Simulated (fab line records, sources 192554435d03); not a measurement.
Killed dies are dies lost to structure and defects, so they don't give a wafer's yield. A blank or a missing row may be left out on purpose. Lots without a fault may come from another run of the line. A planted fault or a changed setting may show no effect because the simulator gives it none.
fab line records | flow n5_finfet
record lots=6 wafers=18 last_day=18
route steps=1938 shown HKMG_FIN@385
lots that met no fault: from a run of the same line without faults
start_h: hours from the record's first day to the start of the lot's first wafer shown | wait_h: hours since the lot's step before | " the same as in the row above | L1.1+2: a row that stands for several wafers | - no value, or no start given | * or withheld: withheld | < > ~ a bound
route shown NAME@n: a module of which the file shows steps, and the number in the route of the first | usual: mean/standard deviation of fault-free wafers | same: alike in all rows | chamber/n: place in a boat | sites: the reading at each site | _std_site: their standard deviation | _edge_site: outer sites' mean less inner sites' | radius_mm: how far each site lies from the wafer's centre | mask NAME#n: copy n | behind: the tool/chamber that last shaped the wafer | hold: why the lot was held/for how many hours/how that ended | device: the transistor (n, p or np) that didn't switch | end of line: the same wafers' tests at the end of the route | a step without rows: its recipe alone | killed: dies lost to structure and defects at the first sort, not the wafer's yield | map: a wafer's dies, x killed, . not, _ none there
set.NAME: the setting as run; set.NAME@STEP: as run at that earlier step | model.NAME: the simulator's own value behind a step, which no gauge read
lots at some steps of the route; a table a step, a row a wafer
services: from which hour (start_h, from the record's first day; less than 0 if before it) a tool's chamber was out of use, for how many hours, and why
## steps
# step N5_HKMG_FIN_IL_REGROW_00
# recipe material=SiO2 target_thk_a=7.5 chemistry=O3 temp_c=withheld time_s=30
# step N5_HKMG_FIN_HK_ALD_01
# recipe material=HfO2 target_thk_a=16 temp_c=withheld ald_precursor_family=HfCl4 ald_co_reactant=H2O pulse_time_s=3 purge_time_s=3 co_reactant_purge_time_s=2.5 co_reactant_pulse_time_s=0.3 ald_cycles=30
# usual precursor_pulse_height_rel=0.997/0.02
# columns lot.wafer tool chamber start_h wait_h precursor_pulse_height_rel since_wet_clean_h
L414.1 ald_hk-01 1 101.04 0.0 0.999 71
L414.3 " 0 " " 1.026 71
L414.6 " 0 " " 1.007 -
L419.1 ald_hk-01 0 135.78 0.0 1.006 106
L419.3 " 2 " " 1.010 106
L419.4 " 1 " " 0.972 106
L424.2 ald_hk-01 0 162.28 0.0 0.948 132
L424.3 " 1 " " 0.982 132
L424.4 " 3 " " 0.979 132
L425.1 ald_hk-01 2 165.79 0.0 0.956 136
L425.2 " 3 " " 0.990 136
L425.4 " 0 " " 0.985 136
L427.1 ald_hk-03 2 182.81 0.0 1.039 1959
L427.2 " 3 " " 1.037 1959
L427.3 " 1 " " 1.003 1959
L431.2 ald_hk-02 1 203.90 0.0 1.008 1084
L431.3 " 3 " " 1.021 1084
L431.4 " 2 " " 0.993 1084
# step N5_HKMG_FIN_HK_ANNEAL_02
# recipe temp_c=700 time_s=30 ambient=N2 idle_temp_c=600 ramp_up_c_per_s=150 ramp_down_c_per_s=60 cool_to_c=600
# usual lamp_power_pct=8.79/0.055 lamp_zone_2_pct=8.798/0.01 lamp_zone_5_pct=8.798/0.011 wafer_temp_C_max=703.0/0.68
# columns lot.wafer tool chamber start_h wait_h lamp_power_pct lamp_zone_2_pct lamp_zone_5_pct wafer_temp_C_max
L414.1 rtp_anneal-01 0 101.23 0.1 8.81 8.796 8.810 702.7
L414.3 " 0 " " 8.86 8.792 8.786 703.2
L414.6 " 0 " " 8.80 8.813 8.793 701.6
L419.1 rtp_anneal-01 0 135.97 0.1 8.82 8.801 8.791 702.6
L419.3 " 0 " " 8.77 8.786 8.798 704.0
L419.4 " 0 " " 8.80 8.802 8.817 703.7
L424.2 rtp_anneal-01 0 162.55 0.2 8.81 8.798 8.808 703.1
L424.3 " 0 " " 8.82 8.796 8.808 703.4
L424.4 " 0 " " 8.85 8.805 8.787 702.2
L425.1 rtp_anneal-02 0 165.98 0.1 8.75 8.813 8.795 703.2
L425.2 " 0 " " 8.83 8.796 8.798 702.6
L425.4 " 0 " " 8.79 8.814 8.781 703.7
L427.1 rtp_anneal-02 0 183.19 0.3 8.88 8.792 8.791 702.8
L427.2 " 0 " " 8.72 8.806 8.788 702.2
L427.3 " 0 " " 8.75 8.793 8.814 703.4
L431.2 rtp_anneal-02 0 204.23 0.3 8.74 8.787 8.799 702.2
L431.3 " 0 " " 8.71 8.801 8.777 705.0
L431.4 " 0 " " 8.77 8.775 8.808 703.5
# step N5_HKMG_FIN_ALD_74
# recipe material=La2O3 target_thk_a=5 temp_c=250 ald_precursor_family=La-Cp ald_co_reactant=O3 pulse_time_s=6 co_reactant_pulse_time_s=1 purge_time_s=3 co_reactant_purge_time_s=3
# usual heater_power_w=351/28 precursor_pulse_height_rel=1.003/0.02
# columns lot.wafer tool chamber start_h wait_h heater_power_w precursor_pulse_height_rel since_wet_clean_h
L414.1 ald_hk-03 2 101.44 0.2 328 1.020 1877
L414.3 " 3 " " 317 1.017 1877
L414.6 " 2 " " 320 1.008 -
L419.1 ald_hk-02 2 136.20 0.2 333 0.973 1016
L419.3 " 1 " " 360 0.990 1016
L419.4 " 3 " " 299 0.998 1016
L424.2 ald_hk-02 0 162.74 0.2 364 0.961 1043
L424.3 " 2 " " 344 1.015 1043
L424.4 " 3 " " 296 0.999 1043
L425.1 ald_hk-02 3 166.19 0.2 305 0.987 1046
L425.2 " 1 " " 359 0.987 1046
L425.4 " 0 " " 372 1.001 1046
L427.1 ald_hk-01 2 183.40 0.2 318 0.980 153
L427.2 " 0 " " 369 1.040 153
L427.3 " 3 " " 358 0.972 153
L431.2 ald_hk-03 0 204.42 0.2 371 1.016 1980
L431.3 " 2 " " 316 0.976 1980
L431.4 " 1 " " 405 1.005 1980
# step N5_HKMG_FIN_ALD_75
# recipe material=Al2O3 target_thk_a=10 temp_c=150 ald_precursor_family=TMA ald_co_reactant=H2O pulse_time_s=withheld co_reactant_pulse_time_s=1
# usual heater_power_w=151/13 precursor_pulse_height_rel=1.003/0.018
# columns lot.wafer tool chamber start_h wait_h heater_power_w precursor_pulse_height_rel
L414.1 ald_hk-03 2 101.52 0.0 136 1.026
L414.3 " 3 " " 128 0.997
L414.6 " 2 " " 140 1.032
L419.1 ald_hk-02 2 136.27 0.0 149 0.981
L419.3 " 1 " " 156 1.008
L419.4 " 3 " " 130 1.030
L424.2 ald_hk-02 0 162.81 0.0 157 1.014
L424.3 " 2 " " 148 1.041
L424.4 " 3 " " 132 1.004
L425.1 ald_hk-02 3 166.27 0.0 133 1.015
L425.2 " 1 " " 157 1.022
L425.4 " 0 " " 159 0.982
L427.1 ald_hk-01 2 183.48 0.0 139 1.013
L427.2 " 0 " " 156 1.016
L427.3 " 3 " " 157 1.006
L431.2 ald_hk-03 0 204.49 0.0 161 1.002
L431.3 " 2 " " 143 1.018
L431.4 " 1 " " 176 1.014
# step N5_HKMG_FIN_COAT_41
# recipe resist=SOC temp_c=250 time_s=60 spin_rpm=1500 resist_thk_nm=300
# step N5_HKMG_FIN_COAT_42
# recipe resist=SiARC temp_c=220 time_s=60 spin_rpm=1500 resist_thk_nm=35
# step N5_HKMG_FIN_COAT_43
# recipe resist=CAR-ArF spin_rpm=1500 resist_thk_nm=90
# step N5_HKMG_FIN_EBR_45
# recipe solvent=PGMEA ebr_width_mm=1.5
# step N5_HKMG_FIN_SOFTBAKE_44
# recipe temp_c=110 time_s=60 resist=CAR-ArF
# step N5_HKMG_FIN_EXPOSE_46
# recipe mask_id=NDIPOLE na=1.35 source_shape=conventional sigma_outer=0.8 polarization=unpolarized dose_mj=40
# step N5_HKMG_FIN_PEB_47
# recipe peb_temp_c=withheld peb_time_s=60 resist=CAR-ArF
# step N5_HKMG_FIN_DEVELOP_48
# recipe develop_time_s=30 developer=TMAH resist=CAR-ArF rinse_liquid=diw dry=air_spin dev_temp_c=23
# usual chill_plate_temp_C=23.00/0.093 develop_time_s=30/0
# columns lot.wafer tool chamber start_h wait_h chill_plate_temp_C develop_time_s model.CAR-ArF_of_HKMG_FIN_COAT_43.thk_nm
L414.1 litho_track-05 0 101.82 - 23.21 30 88.2
L414.3 " 0 " " 22.98 30 88.2
L414.6 " 0 " " 23.17 30 87.8
L419.1 litho_track-05 0 136.56 - 22.82 30 88.2
L419.3 " 0 " " 22.87 30 87.8
L419.4 " 0 " " 23.06 30 88.2
L424.2 litho_track-05 - 163.22 - - - 90.4
L424.3 " - " " - - 90.2
L424.4 " - " " - - 89.8
L425.1 litho_track-03 - 166.55 - - - 89.6
L425.2 " - " " - - 89.4
L425.4 " - " " - - 89.4
L427.1 litho_track-05 0 183.76 - 23.05 30 88
L427.2 " 0 " " 23.06 30 88
L427.3 " 0 " " 23.03 30 88
L431.2 litho_track-05 0 204.90 - 23.05 30 88.4
L431.3 " 0 " " 22.91 30 88.4
L431.4 " 0 " " 23.01 30 88
# step N5_HKMG_FIN_CD_MEAS_49
# recipe target_cd_nm=202 landing_energy_ev=500 detector=se_inlens polarity=opening
# usual cd_nm=202.1/0.62
# columns lot.wafer tool chamber start_h wait_h cd_nm
L414.1 cd_sem-01 0 101.87 - 201.7
L414.3 " 0 " " 201.8
L414.6 " 0 " " 201.6
L419.1 cd_sem-01 0 136.61 - 201.6
L419.3 " 0 " " 201.5
L419.4 " 0 " " 201.8
L424.2 cd_sem-01 0 163.28 - -
L424.3 " 0 " " -
L424.4 " 0 " " -
L425.1 cd_sem-03 0 166.61 - -
L425.2 " 0 " " -
L425.4 " 0 " " -
L427.1 cd_sem-01 0 183.82 - 203.1
L427.2 " 0 " " 202.7
L427.3 " 0 " " 202.5
L431.2 cd_sem-01 0 204.96 - 201.8
L431.3 " 0 " " 202.0
L431.4 " 0 " " 202.5
## services
# columns tool chamber start_h hours kind
ald_hk-01 - 160.07 0.4 repair
## key
first_sign step=N5_HKMG_FIN_DEVELOP_48 reading=tool_record direction=missing
effect none on later readings
model_effect step=N5_HKMG_FIN_DEVELOP_48 value=CAR-ArF_of_HKMG_FIN_COAT_43.thk_nm without=88.1 struck=89.8
met_at N5_HKMG_FIN_DEVELOP_48
struck_wafers L424.2,L424.3,L424.4,L425.1,L425.2,L425.4
later_rows_left_out L424.2,L424.3,L424.4,L425.1,L425.2,L425.4
sort_left_out L424.2,L424.3,L424.4,L425.1,L425.2,L425.4
onset_between 136.56 163.22
fault kind=skipped_step_whole tool=litho_track-03,litho_track-05 chamber=- onset_h=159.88 steps=N5_HKMG_FIN_DEVELOP_48 scope=struck_lots_only
# sort_left_out: the simulated sort isn't trusted on such a fault, so these wafers' sort isn't shown, and their yield isn't known
# later_rows_left_out: the simulator's readings of these wafers behind a module that went badly wrong aren't trusted and aren't shown, but for the sort
